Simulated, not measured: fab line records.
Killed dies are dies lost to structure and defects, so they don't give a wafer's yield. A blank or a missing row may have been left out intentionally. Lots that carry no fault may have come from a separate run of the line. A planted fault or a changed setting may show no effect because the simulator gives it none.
Matching of chambers | flow nand_harc | 4 sister chambers for NHARC_A_CHANNEL_FILL_D2_CMP_10 on cmp-02
The step polishes, target thk 150 nm. 7 wafers are shown with their chamber, then 8 later ones without.

== WAFERS PAIRED WITH THEIR CHAMBERS ==
wafer  | chamber | motor_current_A (A) | slurry_flow_ml_min
L297.5 | 3       | 11.5                | 149.6
L302.2 | 0       | 13.0                | 149.7
L302.3 | 2       | 11.9                | 150.0
L303.1 | 1       | 13.4                | 151.0
L303.2 | 3       | 11.4                | 150.1
L303.4 | 2       | 12.2                | 149.3
L312.2 | 1       | 13.2                | 150.0

== WAFERS WITHOUT THEIR CHAMBER ==
wafer  | motor_current_A (A) | slurry_flow_ml_min
L312.5 | 13.2                | 150.3
L312.6 | 13.2                | 150.4
L313.1 | 13.1                | 150.1
L313.2 | 11.1                | 150.3
L313.3 | 12.9                | 149.3
L315.2 | 12.8                | 149.6
L315.3 | 11.6                | 149.6
L315.4 | 11.1                | 150.5

== THE CHAMBER EACH PASSED THROUGH ==
wafer  | from the rows above     | in truth
L312.5 | can't be placed: 1 or 0 | 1
L312.6 | can't be placed: 1 or 0 | 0
L313.1 | can't be placed: 0 or 1 | 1
L313.2 | 3                       | 3
L313.3 | 0                       | 0
L315.2 | 0                       | 0
L315.3 | can't be placed: 3 or 2 | 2
L315.4 | 3                       | 3
Correct placement for 4 of the 8. Cannot be placed on the basis of these rows: 4; the candidates contain the true chamber in 4. Wrongly placed: 0.
How it was worked out, from the rows above alone: a wafer's distance from a chamber is the root of the sum, over the readings, of the square of ((its reading less the chamber's mean) divided by the reading's scatter). If the next closest chamber is less than 2 further off than the closest, the wafer can't be placed; otherwise it belongs to the closest. Each chamber's mean is taken over the wafers shown for it. The scatter: the root of (the sum of the squares of (reading less its chamber's mean) over the shown wafers, divided by (wafers less chambers)).
